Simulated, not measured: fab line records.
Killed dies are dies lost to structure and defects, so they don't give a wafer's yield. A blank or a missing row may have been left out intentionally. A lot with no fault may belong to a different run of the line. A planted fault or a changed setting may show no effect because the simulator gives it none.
fab line records | flow nandHarc
[record] lots = 6 | wafers = 18 | lastDay = 33
route steps=1302 shown P_CONTACT@249 P_M0@253 END@1302
lots with no fault: from the same line, run without faults
startH: hours from the record's opening day to when the first of the lot's shown wafers began | waitH: hours from the lot's prior step to this one | " identical to the entry in the row above | L1.1+2: a row that stands for several wafers | - no value present, or no start provided | * or withheld: withheld | < > ~ a bound
route shown NAME@n: a module of which the file shows steps, and the number in the route of the first | usual: average and standard deviation across the fault-free wafers | same: alike in all rows | chamber/n: place in a boat | sites: per-site readings | _std_site: the values' standard deviation | _edge_site: mean of outer sites minus mean of inner sites | radiusMm: how far each site lies from the wafer's centre | mask NAME#n: copy n | behind: tool/chamber where the wafer was last shaped | hold: the reason the lot was held/the length of the hold in hours/how it ended | device: which transistor (n, p or np) failed to switch | end of line: the tests these same wafers got at the end of their route | for a step that has no rows: nothing shown but its recipe | killed: not the wafer's yield, but the dies lost to structure and defects at the first sort | map: a wafer's dies, x killed, . not, _ none there
set.NAME: the setting as run; set.NAME@STEP: as run at that earlier step | model.NAME: the simulator's own value behind a step, which no gauge read
certain route steps with their lots: each step a table, each wafer a row
services: the hour from which a tool's chamber was out of use, counted from the record's first day as startH (under 0 if before that day), plus the number of hours and why
[[steps]]
[step NHARC_P_CONTACT_CMP_24]
[recipe] tOverpolishS = 30 | targetThkNm = 200
[usual] motorCurrentA = 12.2/1.6 | overpolishRunS = 30.001/0.0079 | timeToEndpointS = 39/3.3
lot.wafer | tool   | chamber | startH | waitH | motorCurrentA | overpolishRunS | timeToEndpointS
L198.4    | cmp-01 | 1       | 116.37 | 0.3   | 13.1          | 29.997         | 34
L198.1    | "      | 3       | "      | "     | 11.4          | 30.001         | 38
L198.5    | "      | 1       | "      | "     | 12.9          | 30.008         | 39
L200.2    | cmp-03 | 0       | 137.53 | 0.6   | 13.6          | 30.011         | 35
L200.6    | "      | 3       | "      | "     | 10.8          | 29.996         | 34
L200.5    | "      | 0       | "      | "     | 13.2          | 30.004         | 36
L207.3    | cmp-01 | 0       | 217.72 | 0.4   | 10.1          | 29.994         | 36
L207.2    | "      | 1       | "      | "     | 12.7          | 29.996         | 35
L207.5    | "      | 0       | "      | "     | 9.5           | 30.012         | 34
L210.4    | cmp-03 | 2       | 242.17 | 0.4   | 11.8          | 29.995         | 38
L210.1    | "      | 0       | "      | "     | 13.3          | 30.006         | 36
L210.6    | "      | 2       | "      | "     | 11.4          | 29.994         | 36
L217.3    | cmp-01 | 1       | 315.89 | 0.4   | 13.9          | 29.997         | 40
L217.1    | "      | 2       | "      | "     | 9.9           | 30.006         | 41
L217.6    | "      | 1       | "      | "     | 13.2          | 30.004         | 39
L221.2    | cmp-03 | 1       | 354.24 | 0.5   | 15.1          | 30.016         | 41
L221.1    | "      | 2       | "      | "     | 11.8          | 30.009         | 35
L221.6    | "      | 1       | "      | "     | 15.2          | 30.020         | 39
[step NHARC_P_CONTACT_SRD_26]
[step NHARC_P_CONTACT_INSPECT_27]
[usual] rawDefectCount = 305/130
lot.wafer | tool             | chamber | startH | waitH | rawDefectCount
L198.1    | defectInspect-01 | -       | 116.75 | 0.1   | 313
L198.4    | "                | -       | "      | "     | 251
L198.5    | "                | -       | "      | "     | 309
L200.2    | defectInspect-02 | -       | 137.91 | 0.1   | 352
L200.5    | "                | -       | "      | "     | 661
L200.6    | "                | -       | "      | "     | 312
L207.2    | defectInspect-01 | -       | 218.12 | 0.1   | 341
L207.3    | "                | -       | "      | "     | 228
L207.5    | "                | -       | "      | "     | 291
L210.1    | defectInspect-01 | -       | 242.57 | 0.1   | 236
L210.4    | "                | -       | "      | "     | 210
L210.6    | "                | -       | "      | "     | 278
L217.1    | defectInspect-01 | -       | 316.30 | 0.1   | 219
L217.3    | "                | -       | "      | "     | 194
L217.6    | "                | -       | "      | "     | 203
L221.1    | defectInspect-02 | -       | 354.62 | 0.1   | 228
L221.2    | "                | -       | "      | "     | 263
L221.6    | "                | -       | "      | "     | 205
[step NHARC_P_M0_DEP_00]
[recipe] targetThkA = 1500 | targetThkNm = 150 | tempC = withheld | pressureTorr = 5 | flowSccm = 200 | rfW = 600 | material = SiOC
[step NHARC_P_M0_DEHYDRATE_01]
[recipe] tempC = 150 | timeS = 120
[step NHARC_P_M0_HMDS_02]
[recipe] timeS = 30
[step NHARC_P_M0_COAT_33]
[recipe] tempC = 200 | timeS = 65
[step NHARC_P_M0_COAT_03]
[recipe] spinRpm = 1500 | resistThkNm = 90
[step NHARC_P_M0_SOFTBAKE_04]
[recipe] tempC = 105 | timeS = 55
[step NHARC_P_M0_EBR_05]
[step NHARC_P_M0_EXPOSE_06]
[recipe] na = 1.35 | targetCdNm = 90 | doseMj = 81.28 | maskId = P_M0
[step NHARC_P_M0_PEB_07]
[recipe] pebTempC = 100 | pebTimeS = 65
[usual] heaterPowerTotalW = 156.6/0.44
lot.wafer | tool          | chamber | startH | waitH | heaterPowerTotalW
L198.1    | lithoTrack-06 | 0       | 117.57 | 0.1   | 156.7
L198.4    | "             | 0       | "      | "     | 156.0
L198.5    | "             | 0       | "      | "     | 157.1
L200.2    | lithoTrack-01 | 0       | 138.61 | 0.1   | 156.7
L200.5    | "             | 0       | "      | "     | 156.1
L200.6    | "             | 0       | "      | "     | 156.3
L207.2    | lithoTrack-06 | 0       | 218.94 | 0.1   | 161.9
L207.3    | "             | 0       | "      | "     | 161.2
L207.5    | "             | 0       | "      | "     | 161.9
L210.1    | lithoTrack-06 | 0       | 243.27 | 0.1   | 161.4
L210.4    | "             | 0       | "      | "     | 161.9
L210.6    | "             | 0       | "      | "     | 161.1
L217.1    | lithoTrack-01 | 0       | 317.15 | 0.1   | 156.9
L217.3    | "             | 0       | "      | "     | 156.1
L217.6    | "             | 0       | "      | "     | 157.1
L221.1    | lithoTrack-04 | 0       | 355.44 | 0.1   | 157.0
L221.2    | "             | 0       | "      | "     | 156.5
L221.6    | "             | 0       | "      | "     | 157.0
[step NHARC_P_M0_DEVELOP_08]
[recipe] developTimeS = 35 | devTempC = 23
[step NHARC_P_M0_CD_MEAS_09]
[recipe] targetCdNm = 90 | landingEnergyEv = 500
[usual] cdNm = 90.1/0.76
lot.wafer | tool     | chamber | startH | waitH | cdNm
L198.1    | cdSem-02 | 0       | 117.65 | -     | 90.3
L198.4    | "        | 0       | "      | "     | 90.0
L198.5    | "        | 0       | "      | "     | 90.6
L200.2    | cdSem-03 | 0       | 138.69 | -     | 90.8
L200.5    | "        | 0       | "      | "     | 91.6
L200.6    | "        | 0       | "      | "     | 91.4
L207.2    | cdSem-01 | 0       | 219.02 | -     | 86.1
L207.3    | "        | 0       | "      | "     | 86.9
L207.5    | "        | 0       | "      | "     | 87.5
L210.1    | cdSem-02 | 0       | 243.35 | -     | 88.2
L210.4    | "        | 0       | "      | "     | 88.5
L210.6    | "        | 0       | "      | "     | 87.4
L217.1    | cdSem-02 | 0       | 317.22 | -     | 89.2
L217.3    | "        | 0       | "      | "     | 89.5
L217.6    | "        | 0       | "      | "     | 88.6
L221.1    | cdSem-01 | 0       | 355.52 | -     | 89.4
L221.2    | "        | 0       | "      | "     | 91.0
L221.6    | "        | 0       | "      | "     | 91.1
[step NHARC_P_M0_OVL_MEAS_10]
[recipe] pitchNm = 180
[usual] overlayXNm = 0.1/1.1 | overlayYNm = -0.5/0.86
lot.wafer | tool       | chamber | startH | waitH | overlayXNm | overlayYNm
L198.1    | overlay-02 | -       | 117.74 | -     | -0.4       | 0.5
L198.4    | "          | -       | "      | "     | -0.6       | 0.4
L198.5    | "          | -       | "      | "     | -0.5       | 0.1
L200.2    | overlay-02 | -       | 138.78 | -     | 1.1        | -1.1
L200.5    | "          | -       | "      | "     | 0.9        | -1.1
L200.6    | "          | -       | "      | "     | 0.9        | -1.1
L207.2    | overlay-01 | -       | 219.11 | -     | 1.6        | -0.8
L207.3    | "          | -       | "      | "     | 1.3        | -0.5
L207.5    | "          | -       | "      | "     | 2.1        | -0.3
L210.1    | overlay-02 | -       | 243.44 | -     | -0.5       | 0.6
L210.4    | "          | -       | "      | "     | -1.1       | 0.2
L210.6    | "          | -       | "      | "     | -1.0       | 0.7
L217.1    | overlay-01 | -       | 317.31 | -     | 0.5        | -0.7
L217.3    | "          | -       | "      | "     | 0.9        | -1.1
L217.6    | "          | -       | "      | "     | 1.6        | -1.0
L221.1    | overlay-02 | -       | 355.60 | -     | 0.5        | -0.5
L221.2    | "          | -       | "      | "     | 0.2        | -0.6
L221.6    | "          | -       | "      | "     | -0.3       | -0.9
[step NHARC_P_M0_INSPECT_11]
[usual] rawDefectCount = 4/3.1
lot.wafer | tool             | chamber | startH | waitH | rawDefectCount
L198.1    | defectInspect-02 | -       | 117.77 | 0.0   | 9
L198.4    | "                | -       | "      | "     | 6
L198.5    | "                | -       | "      | "     | 4
L200.2    | defectInspect-02 | -       | 138.81 | 0.0   | 4
L200.5    | "                | -       | "      | "     | 2
L200.6    | "                | -       | "      | "     | 5
L207.2    | defectInspect-01 | -       | 219.15 | 0.0   | 12
L207.3    | "                | -       | "      | "     | 8
L207.5    | "                | -       | "      | "     | 5
L210.1    | defectInspect-01 | -       | 243.47 | 0.0   | 1
L210.4    | "                | -       | "      | "     | 2
L210.6    | "                | -       | "      | "     | 3
L217.1    | defectInspect-01 | -       | 317.35 | 0.0   | 2
L217.3    | "                | -       | "      | "     | 1
L217.6    | "                | -       | "      | "     | 2
L221.1    | defectInspect-01 | -       | 355.64 | 0.0   | 4
L221.2    | "                | -       | "      | "     | 8
L221.6    | "                | -       | "      | "     | 4
[step NHARC_P_M0_DESCUM_14]
[recipe] timeS = 3 | o2FlowSccm = 200 | arFlowSccm = 0 | biasPowerW = 0 | chemistry = O2
[usual] drypumpMotorCurrentA = 5.8/0.46 | oesProductAu = 0.996/0.014 | rfVppV = 57.7/0.95 | showerheadPlenumPTorr = 1.88/0.058 | throttleValvePct = 11.311/0.009
lot.wafer | tool       | chamber | startH | waitH | drypumpMotorCurrentA | oesProductAu | rfHoursCounterH | rfVppV | showerheadPlenumPTorr | throttleValvePct | model.P_M0.cdNm
L198.1    | rieDiel-13 | 1       | 117.84 | 0.1   | 6.2                  | 1.002        | 45              | 57.1   | 1.85                  | 11.310           | 91.31
L198.4    | "          | 1       | "      | "     | 6.2                  | 1.006        | -               | 56.8   | 1.85                  | 11.302           | 90.79
L198.5    | "          | 2       | "      | "     | 5.7                  | 0.985        | -               | 56.8   | 1.79                  | 11.312           | 90.88
L200.2    | rieDiel-07 | 2       | 138.87 | 0.1   | 6.0                  | 0.984        | 2               | 57.3   | 1.92                  | 11.310           | 90.19
L200.5    | "          | 2       | "      | "     | 5.9                  | 0.973        | -               | 57.7   | 1.92                  | 11.302           | 91.29
L200.6    | "          | 3       | "      | "     | 6.1                  | 0.977        | -               | 56.5   | 1.80                  | 11.319           | 91.67
L207.3    | rieDiel-04 | 3       | 219.21 | 0.1   | 5.4                  | 1.014        | 10              | 56.7   | 1.83                  | 11.315           | 86.23
L207.2    | "          | 1       | "      | "     | 5.5                  | 1.011        | 12              | 57.8   | 1.89                  | 11.319           | 87.22
L207.5    | "          | 3       | "      | "     | 5.3                  | 1.043        | -               | 59.8   | 1.83                  | 11.324           | 87.06
L210.4    | rieDiel-07 | 2       | 243.54 | 0.1   | 5.9                  | 0.995        | 16              | 57.7   | 1.92                  | 11.308           | 87.67
L210.1    | "          | 0       | "      | "     | 6.5                  | 0.992        | 24              | 59.3   | 1.84                  | 11.298           | 88.73
L210.6    | "          | 2       | "      | "     | 5.9                  | 0.985        | -               | 58.2   | 1.92                  | 11.303           | 86.53
L217.3    | rieDiel-13 | 0       | 317.41 | 0.1   | 4.7                  | 1.001        | 47              | 56.5   | 1.99                  | 11.313           | 90.29
L217.1    | "          | 3       | "      | "     | 5.9                  | 1.000        | 43              | 58.5   | 1.89                  | 11.316           | 87.57
L217.6    | "          | 0       | "      | "     | 4.7                  | 1.005        | -               | 56.0   | 1.99                  | 11.329           | 89.06
L221.2    | rieDiel-07 | 0       | 355.70 | 0.1   | 6.5                  | 0.986        | 12              | 57.2   | 1.84                  | 11.310           | 91.43
L221.1    | "          | 3       | "      | "     | 6.1                  | 0.988        | 10              | 57.2   | 1.79                  | 11.291           | 88.97
L221.6    | "          | 1       | "      | "     | 5.5                  | 0.998        | -               | 59.2   | 1.91                  | 11.324           | 90.2
[step NHARC_P_M0_ETCH_34]
[recipe] targetDepthA = 400 | overetchA = 120 | timeS = 43.94 | ionEnergyEv = 200 | n2FlowSccm = 150 | h2FlowSccm = 150 | arFlowSccm = 0 | rfW = 400 | biasW = 150 | chemistry = N2/H2
[usual] drypumpMotorCurrentA = 5.9/0.46 | oesProductAu = 0.997/0.014 | rfVppV = 429.5/1.9 | showerheadPlenumPTorr = 2.00/0.063 | throttleValvePct = 14.173/0.0084
lot.wafer | tool       | chamber | startH | waitH | drypumpMotorCurrentA | oesProductAu | rfHoursCounterH | rfVppV | showerheadPlenumPTorr | throttleValvePct
L198.1    | rieDiel-13 | 1       | 117.96 | 0.1   | 6.3                  | 0.996        | 45              | 429.5  | 1.97                  | 14.155
L198.5    | "          | 0       | "      | "     | 4.7                  | 1.016        | -               | 433.6  | 2.15                  | 14.166
L198.4    | "          | 1       | "      | "     | 6.3                  | 0.996        | -               | 428.2  | 1.97                  | 14.186
L200.2    | rieDiel-07 | 2       | 138.96 | 0.1   | 6.0                  | 0.988        | 2               | 431.5  | 2.05                  | 14.167
L200.5    | "          | 2       | "      | "     | 6.0                  | 0.986        | -               | 430.6  | 2.05                  | 14.179
L200.6    | "          | 3       | "      | "     | 6.1                  | 0.984        | -               | 427.3  | 1.92                  | 14.163
L207.2    | rieDiel-04 | 3       | 219.29 | 0.1   | 5.4                  | 1.015        | 10              | 428.0  | 1.95                  | 14.171
L207.3    | "          | 0       | "      | "     | 6.0                  | 1.002        | 11              | 431.2  | 2.08                  | 14.172
L207.5    | "          | 0       | "      | "     | 6.0                  | 0.994        | -               | 432.3  | 2.08                  | 14.173
L210.1    | rieDiel-07 | 1       | 243.62 | 0.1   | 5.5                  | 0.996        | 23              | 432.1  | 2.04                  | 14.172
L210.4    | "          | 2       | "      | "     | 5.9                  | 0.987        | 16              | 430.1  | 2.05                  | 14.179
L210.6    | "          | 0       | "      | "     | 6.5                  | 0.978        | -               | 428.3  | 1.96                  | 14.183
L217.3    | rieDiel-13 | 3       | 317.54 | 0.1   | 5.9                  | 1.015        | 43              | 429.8  | 2.01                  | 14.157
L217.1    | "          | 0       | "      | "     | 4.7                  | 1.016        | 47              | 431.7  | 2.12                  | 14.173
L217.6    | "          | 3       | "      | "     | 5.9                  | 1.016        | -               | 429.6  | 2.01                  | 14.167
L221.2    | rieDiel-07 | 2       | 355.79 | 0.1   | 5.9                  | 0.975        | 12              | 430.9  | 2.04                  | 14.169
L221.1    | "          | 1       | "      | "     | 5.5                  | 1.005        | 12              | 429.4  | 2.03                  | 14.168
L221.6    | "          | 2       | "      | "     | 5.9                  | 0.976        | -               | 431.1  | 2.04                  | 14.180
[step NHARC_P_M0_ETCH_15]
[recipe] targetDepthA = 1500 | overetchA = 150 | timeS = 82.5 | c4f8FlowSccm = withheld | arFlowSccm = 400 | rfW = 600 | biasW = 300 | chemistry = C4F8/Ar
[usual] oesProductAu = 0.954/0.021 | rfVppV = 439.9/1.9
lot.wafer | tool       | chamber | startH | waitH | oesProductAu | rfHoursCounterH | rfVppV | model.P_M0.cdNm
L198.1    | rieDiel-13 | 2       | -      | -     | 0.903        | 42              | 437.4  | 90.64
L198.4    | "          | 1       | "      | "     | 0.930        | -               | 438.1  | 90.11
L198.5    | "          | 2       | "      | "     | 0.914        | -               | 438.1  | 90.59
L200.2    | rieDiel-07 | 1       | -      | -     | 0.980        | 4               | 441.1  | 89.67
L200.5    | "          | 1       | "      | "     | 0.980        | -               | 439.9  | 90.66
L200.6    | "          | 2       | "      | "     | 0.939        | -               | 440.9  | 91.84
L207.3    | rieDiel-04 | 2       | -      | -     | 0.995        | 11              | 441.0  | 86.14
L207.2    | "          | 1       | "      | "     | 0.982        | 12              | 440.4  | 87.37
L207.5    | "          | 2       | "      | "     | 0.998        | -               | 439.6  | 87.13
L210.4    | rieDiel-07 | 2       | -      | -     | 0.956        | 16              | 442.0  | 87.06
L210.1    | "          | 0       | "      | "     | 0.982        | 24              | 438.8  | 87.92
L210.6    | "          | 1       | "      | "     | 0.966        | -               | 440.5  | 86.38
L217.3    | rieDiel-13 | 1       | -      | -     | 0.921        | 42              | 438.8  | 90.21
L217.1    | "          | 3       | "      | "     | 0.942        | 44              | 439.8  | 87.63
L217.6    | "          | 1       | "      | "     | 0.929        | -               | 439.8  | 89.12
L221.2    | rieDiel-07 | 1       | -      | -     | 0.960        | 12              | 441.5  | 91.85
L221.1    | "          | 2       | "      | "     | 0.951        | 12              | 440.1  | 88.99
L221.6    | "          | 1       | "      | "     | 0.957        | -               | 441.1  | 90.85
[step NHARC_P_M0_CD_MEAS_16]
[usual] cdNm = 90.0/1
lot.wafer | tool     | chamber | startH | waitH | cdNm
L198.1    | cdSem-01 | -       | 118.25 | -     | 90.7
L198.4    | "        | -       | "      | "     | 90.0
L198.5    | "        | -       | "      | "     | 91.0
L200.2    | cdSem-02 | -       | 139.17 | -     | 89.5
L200.5    | "        | -       | "      | "     | 90.8
L200.6    | "        | -       | "      | "     | 91.7
L207.2    | cdSem-02 | -       | 219.51 | -     | 87.5
L207.3    | "        | -       | "      | "     | 86.0
L207.5    | "        | -       | "      | "     | 87.4
L210.1    | cdSem-01 | -       | 243.83 | -     | 87.9
L210.4    | "        | -       | "      | "     | 87.3
L210.6    | "        | -       | "      | "     | 86.4
L217.1    | cdSem-02 | -       | 317.83 | -     | 87.6
L217.3    | "        | -       | "      | "     | 90.3
L217.6    | "        | -       | "      | "     | 89.1
L221.1    | cdSem-01 | -       | 356.00 | -     | 88.9
L221.2    | "        | -       | "      | "     | 91.9
L221.6    | "        | -       | "      | "     | 90.8
[step NHARC_END_SORT_01]
[recipe] tempC = 25
[usual] defectLimitedYield = 91/3 | killedAtArray = 59/21 | killedAtOther = 0.8/1.1 | killedAtPeriphery = 4.1/2.8 | killedDies = 64/20 | killedOpen = 3.1/1.7 | killedShort = 2.4/1.6
[same] grossDies = 677
lot.wafer | tool      | chamber | startH | waitH | defectLimitedYield[%] | killedAtArray | killedAtOther | killedAtPeriphery | killedDies | killedOpen | killedShort
L198.1    | prober-02 | 0       | 561.38 | 2.5   | 91                    | 55            | 1             | 4                 | 60         | 3          | 3
L198.4    | prober-02 | 0       | 563.74 | 3.4   | 92                    | 48            | 2             | 2                 | 52         | 4          | 4
L198.5    | prober-02 | 0       | 564.53 | 3.6   | 93                    | 45            | 1             | 0                 | 46         | 3          | 2
L200.2    | prober-01 | 0       | 595.34 | 2.8   | 92                    | 50            | 1             | 6                 | 57         | 3          | 4
L200.5    | prober-01 | 0       | 597.72 | 3.7   | 93                    | 43            | 0             | 6                 | 49         | 3          | 5
L200.6    | prober-01 | 0       | 598.52 | 4.0   | 92                    | 43            | 0             | 8                 | 51         | 6          | 0
L207.2    | prober-02 | 0       | 681.77 | 2.8   | 91                    | 54            | 1             | 7                 | 62         | 3          | 4
L207.3    | prober-02 | 0       | 682.56 | 3.1   | 90                    | 64            | 0             | 6                 | 70         | 5          | 2
L207.5    | prober-02 | 0       | 684.13 | 3.6   | 91                    | 55            | 1             | 6                 | 62         | 4          | 2
L210.1    | prober-02 | 0       | 704.00 | 2.5   | 89                    | 69            | 0             | 7                 | 76         | 6          | 4
L210.6    | prober-02 | 0       | 707.96 | 4.0   | 91                    | 57            | 0             | 4                 | 61         | 2          | 0
L217.1    | prober-01 | 0       | 761.32 | 2.5   | 88                    | 79            | 2             | 0                 | 81         | 3          | 3
L217.3    | prober-01 | 0       | 762.91 | 3.1   | 91                    | 59            | 0             | 2                 | 61         | 1          | 3
L217.6    | prober-01 | 0       | 765.29 | 4.0   | 87                    | 85            | 0             | 2                 | 87         | 3          | 2
L221.1    | prober-01 | 0       | 792.80 | 2.5   | 88                    | 78            | 0             | 4                 | 82         | 2          | 1
L221.2    | prober-01 | 0       | 793.60 | 2.8   | 87                    | 82            | 1             | 7                 | 90         | 3          | 5
L221.6    | prober-01 | 0       | 796.81 | 4.0   | 91                    | 59            | 2             | 1                 | 62         | 1          | 4
// killed by level:class
L198.1 A_CHANNEL_HOLE_D2:chamberFilmFlake=35 A_STAIRCASE:chamberFilmFlake=9 A_ZERO_WELL:chamberFilmFlake=3 A_CONTACT:chamberFilmFlake=3 P_CONTACT:geometricParticle:open=2 P_CONTACT:geometricParticle:short=1 A_ONON_D1:geometricParticle:short=1 A_WL_FILL:geometricParticle:short=1
L198.4 A_CHANNEL_HOLE_D2:chamberFilmFlake=29 A_STAIRCASE:chamberFilmFlake=8 A_CHANNEL_FILL_D1:geometricParticle:short=3 A_WL_FILL:geometricParticle:open=2 THIN_TSV:chamberFilmFlake=2 A_DECK1_JOINT:geometricParticle:open=1 A_CHANNEL_FILL_D2:geometricParticle:open=1 A_M1:geometricParticle:short=1
L198.5 A_CHANNEL_HOLE_D2:chamberFilmFlake=29 A_STAIRCASE:chamberFilmFlake=7 A_CHANNEL_FILL_D2:geometricParticle:short=2 A_CONTACT:chamberFilmFlake=2 A_ONON_D1:geometricParticle:open=1 A_DECK1_JOINT:geometricParticle:open=1 A_CONTACT:geometricParticle:open=1 A_CHANNEL_FILL_D1:chamberFilmFlake=1
L200.2 A_CHANNEL_HOLE_D2:chamberFilmFlake=34 A_CONTACT:chamberFilmFlake=9 A_CHANNEL_HOLE_D1:chamberFilmFlake=3 P_BONDPAD:chamberFilmFlake=2 P_M0:geometricParticle:short=1 P_M1:geometricParticle:open=1 A_SOURCE_PLATE:geometricParticle:short=1 A_CHANNEL_FILL_D1:geometricParticle:open=1
L200.5 A_CHANNEL_HOLE_D2:chamberFilmFlake=21 A_CONTACT:chamberFilmFlake=9 A_CHANNEL_HOLE_D1:chamberFilmFlake=3 A_BLC:chamberFilmFlake=3 A_WL_FILL:geometricParticle:short=2 P_M0:chamberFilmFlake=2 P_CONTACT:geometricParticle:short=1 A_SOURCE_PLATE:geometricParticle:short=1
L200.6 A_CHANNEL_HOLE_D2:chamberFilmFlake=31 P_BONDPAD:chamberFilmFlake=5 A_WL_FILL:geometricParticle:open=2 A_CHANNEL_HOLE_D1:chamberFilmFlake=2 A_CONTACT:chamberFilmFlake=2 A_BLC:chamberFilmFlake=2 P_M0:geometricParticle:open=1 A_CHANNEL_FILL_D2:geometricParticle:open=1
L207.2 A_CHANNEL_HOLE_D1:chamberFilmFlake=31 A_CHANNEL_HOLE_D2:chamberFilmFlake=11 P_CONTACT:chamberFilmFlake=4 A_WL_FILL:geometricParticle:short=2 A_M0:geometricParticle:open=2 P_ZERO_WELL:chamberFilmFlake=2 A_STAIRCASE:chamberFilmFlake=2 A_CONTACT:chamberFilmFlake=2
L207.3 A_CHANNEL_HOLE_D1:chamberFilmFlake=35 A_CHANNEL_HOLE_D2:chamberFilmFlake=14 A_STAIRCASE:chamberFilmFlake=5 P_CONTACT:chamberFilmFlake=3 P_M0:geometricParticle:open=2 A_SLIT:chamberFilmFlake=2 A_CHANNEL_FILL_D1:geometricParticle:short=1 A_DECK1_JOINT:geometricParticle:open=1
L207.5 A_CHANNEL_HOLE_D1:chamberFilmFlake=33 A_CHANNEL_HOLE_D2:chamberFilmFlake=9 P_CONTACT:chamberFilmFlake=5 A_STAIRCASE:chamberFilmFlake=3 A_CONTACT:chamberFilmFlake=3 A_CHANNEL_FILL_D1:geometricParticle:short=2 A_ONON_D1:geometricParticle:open=1 A_CHANNEL_FILL_D1:geometricParticle:open=1
L210.1 A_CHANNEL_HOLE_D1:chamberFilmFlake=32 A_SLIT:chamberFilmFlake=24 P_M2:chamberFilmFlake=3 A_DECK1_JOINT:chamberFilmFlake=2 A_STAIRCASE:chamberFilmFlake=2 A_SGD_CUT:chamberFilmFlake=2 P_GATE:geometricParticle:short=1 P_CONTACT:geometricParticle:open=1
L210.6 A_SLIT:chamberFilmFlake=30 A_CHANNEL_HOLE_D1:chamberFilmFlake=21 P_M2:chamberFilmFlake=4 A_CONTACT:chamberFilmFlake=2 A_CHANNEL_FILL_D1:geometricParticle:open=1 A_DECK1_JOINT:geometricParticle:open=1 A_ZERO_WELL:chamberFilmFlake=1 A_STAIRCASE:chamberFilmFlake=1
L217.1 A_CHANNEL_HOLE_D1:chamberFilmFlake=31 A_SLIT:chamberFilmFlake=31 A_CONTACT:chamberFilmFlake=6 A_STAIRCASE:chamberFilmFlake=4 A_ONON_D1:geometricParticle:short=1 A_ONON_D2:geometricParticle:short=1 A_CHANNEL_FILL_D2:geometricParticle:short=1 A_CONTACT:geometricParticle:open=1
L217.3 A_SLIT:chamberFilmFlake=25 A_CHANNEL_HOLE_D1:chamberFilmFlake=19 A_CONTACT:chamberFilmFlake=6 A_STAIRCASE:chamberFilmFlake=4 A_ONON_D2:geometricParticle:short=2 A_CHANNEL_FILL_D1:chamberFilmFlake=2 P_M0:geometricParticle:short=1 A_BLC:geometricParticle:open=1
L217.6 A_SLIT:chamberFilmFlake=38 A_CHANNEL_HOLE_D1:chamberFilmFlake=29 A_STAIRCASE:chamberFilmFlake=7 A_CONTACT:chamberFilmFlake=6 A_CHANNEL_FILL_D2:geometricParticle:open=3 P_M0:geometricParticle:short=1 A_M1:geometricParticle:short=1 P_GATE:chamberFilmFlake=1
L221.1 A_CHANNEL_HOLE_D2:chamberFilmFlake=23 A_CHANNEL_HOLE_D1:chamberFilmFlake=20 A_CONTACT:chamberFilmFlake=13 A_SLIT:chamberFilmFlake=12 A_WL_FILL:chamberFilmFlake=5 P_GATE:chamberFilmFlake=3 A_STAIRCASE:chamberFilmFlake=2 P_GATE:geometricParticle:open=1
L221.2 A_CHANNEL_HOLE_D2:chamberFilmFlake=31 A_CHANNEL_HOLE_D1:chamberFilmFlake=15 A_CONTACT:chamberFilmFlake=14 A_SLIT:chamberFilmFlake=13 P_GATE:chamberFilmFlake=3 P_ZERO_WELL:chamberFilmFlake=2 P_GATE:geometricParticle:short=1 P_CONTACT:geometricParticle:open=1
L221.6 A_CHANNEL_HOLE_D2:chamberFilmFlake=26 A_CONTACT:chamberFilmFlake=11 A_CHANNEL_HOLE_D1:chamberFilmFlake=8 A_SLIT:chamberFilmFlake=6 A_WL_FILL:chamberFilmFlake=2 THIN_TSV:chamberFilmFlake=2 A_ONON_D1:geometricParticle:open=1 A_CHANNEL_HOLE_D1:geometricParticle:short=1
[[services]]
tool          | chamber | startH | hours | kind
rieDiel-13    | 3       | 106.02 | 23.5  | repair
rieDiel-07    | 0       | 109.42 | 5.6   | repair
rieDiel-07    | -       | 117.20 | 9.0   | pm
cmp-03        | -       | 120.65 | 0.5   | repair
rieDiel-07    | 2       | 128.31 | 4.4   | repair
rieDiel-07    | 2       | 141.95 | 7.5   | repair
rieDiel-04    | 0       | 145.55 | 14.1  | repair
rieDiel-13    | 3       | 157.57 | 14.4  | repair
cmp-03        | -       | 162.00 | 4.0   | pm
rieDiel-13    | -       | 165.81 | 9.0   | pm
rieDiel-04    | 3       | 175.03 | 9.7   | repair
lithoTrack-06 | -       | 179.00 | 7.0   | pm
rieDiel-04    | -       | 179.29 | 9.0   | pm
cmp-01        | -       | 185.64 | 4.0   | pm
rieDiel-13    | -       | 193.10 | 2.0   | repair
cmp-01        | -       | 201.67 | 2.5   | repair
rieDiel-07    | 2       | 207.97 | 4.9   | repair
rieDiel-13    | 1       | 219.09 | 2.7   | repair
rieDiel-13    | 2       | 232.47 | 8.2   | repair
rieDiel-13    | 3       | 248.59 | 4.6   | repair
rieDiel-07    | 1       | 286.07 | 9.1   | repair
rieDiel-07    | -       | 294.20 | 9.0   | pm
rieDiel-07    | 3       | 333.76 | 4.4   | repair
rieDiel-13    | -       | 342.81 | 9.0   | pm
[[key]]
[firstSign] step = NHARC_P_M0_PEB_07 | reading = heaterPowerTotalW | direction = up | sigmas = 11 | usual = * | struck = *
[effect] step = NHARC_P_M0_CD_MEAS_09 | reading = cdNm | direction = down | sigmas = 3.5 | usual = 90.1 | struck = 87.4
[modelEffect] step = NHARC_P_M0_DESCUM_14 | value = P_M0.cdNm | without = 89.2 | struck = 87.24
[modelEffect] step = NHARC_P_M0_ETCH_15 | value = P_M0.cdNm | without = 88.96 | struck = 87
metAt NHARC_P_M0_PEB_07
struckWafers L207.2,L207.3,L207.5,L210.1,L210.4,L210.6
onsetBetween 117.57 218.94
[fault] kind = processParameterDrift | tool = lithoTrack-06 | chamber = - | onsetH = 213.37 | steps = NHARC_P_M0_PEB_07 | channel = pebTimeS | offset = * | shape = step | endH = 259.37 | actsIn = * | stated = *
